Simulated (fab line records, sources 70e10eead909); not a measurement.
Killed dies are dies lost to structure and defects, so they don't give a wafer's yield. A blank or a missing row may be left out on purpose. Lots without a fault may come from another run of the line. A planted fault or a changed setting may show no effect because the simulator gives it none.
Chamber matching | flow nand_harc | NHARC_THIN_TSV_ETCHBACK_48 on rie_diel-05: 4 sister chambers
The step etches the open film in C4F8/Ar, target depth 1028.5 nm, time 405.17 s. 8 wafers are shown with their chamber, then 7 later ones without.

WAFERS WITH THEIR CHAMBER
wafer  | chamber | rf_vpp_V (V) | oes_product_au (a.u.)
L377.5 | 1       | 544          | 1.00
L374.1 | 3       | 548          | 0.93
L374.4 | 2       | 543          | 0.93
L378.3 | 2       | 544          | 0.93
L378.4 | 0       | 552          | 0.93
L378.5 | 1       | 544          | 0.93
L382.1 | 0       | 551          | 0.96
L382.3 | 3       | 547          | 0.96

WAFERS WITHOUT THEIR CHAMBER
wafer  | rf_vpp_V (V) | oes_product_au (a.u.)
L382.4 | 542          | 0.97
L383.4 | 544          | 0.93
L383.5 | 544          | 0.92
L383.6 | 542          | 0.92
L395.1 | 553          | 1.01
L395.4 | 542          | 1.00
L395.5 | 543          | 1.01

WHICH CHAMBER EACH WENT THROUGH
wafer  | from the rows above     | in truth
L382.4 | can't be placed: 2 or 1 | 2
L383.4 | can't be placed: 2 or 1 | 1
L383.5 | can't be placed: 2 or 1 | 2
L383.6 | can't be placed: 2 or 1 | 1
L395.1 | 0                       | 0
L395.4 | can't be placed: 2 or 1 | 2
L395.5 | can't be placed: 1 or 2 | 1
Placed correctly: 1 of 7. Can't be placed from these rows: 6 (the true chamber is among the candidates in 6). Placed wrongly: 0.
How it was worked out, from the rows above alone: a wafer's distance from a chamber is the root of the sum, over the readings, of the square of ((its reading less the chamber's mean) divided by the reading's scatter). The wafer belongs to the nearest chamber; if the next one is less than 2 further off, it can't be placed. A chamber's mean is the mean of its shown wafers. The scatter: the root of (the sum of the squares of (reading less its chamber's mean) over the shown wafers, divided by (wafers less chambers)).
